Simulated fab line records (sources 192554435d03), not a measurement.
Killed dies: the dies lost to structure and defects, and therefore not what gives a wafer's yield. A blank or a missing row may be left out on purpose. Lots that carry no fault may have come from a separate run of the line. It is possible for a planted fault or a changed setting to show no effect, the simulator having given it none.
Matching of chambers ; flow n5-finfet ; rie-diel-04 running N5_BEOL_M12_ETCH_68: 4 sister chambers
The step etches SOC in N2/H2, time 285 s. 4 wafers are shown with their chamber, then 7 later ones without.

## EACH WAFER AND ITS CHAMBER
wafer;chamber;showerhead-plenum-p-Torr (Torr)
L076.4;2;2.52
L084.5;3;2.46
L094.1;1;2.60
L094.2;0;2.68

## WAFERS WITHOUT THEIR CHAMBER
wafer;showerhead-plenum-p-Torr (Torr)
L094.3;2.50
L095.3;2.45
L095.5;2.68
L095.6;2.45
L097.2;2.68
L097.4;2.50
L097.5;2.60

## WHICH CHAMBER EACH WENT THROUGH
wafer;from the rows above;in truth
L094.3;can't be placed: 2 or 3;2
L095.3;3;3
L095.5;0;0
L095.6;3;3
L097.2;0;0
L097.4;can't be placed: 2 or 3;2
L097.5;1;1
Correct placement for 5 of the 7. Not placeable from these rows: 2 (in 2, the candidates include the true chamber). Wrongly placed: 0.
How it was worked out, from the rows above alone: a wafer's distance from a chamber is the root of the sum, over the readings, of the square of ((its reading less the chamber's mean) divided by the reading's scatter). The wafer belongs to the nearest chamber; if the next one is less than 2 further off, it can't be placed. The mean given for a chamber averages the wafers shown for that chamber. The scatter: with one shown wafer a chamber, the root of the mean of the squares of how far each hidden wafer lies from its nearest shown one.
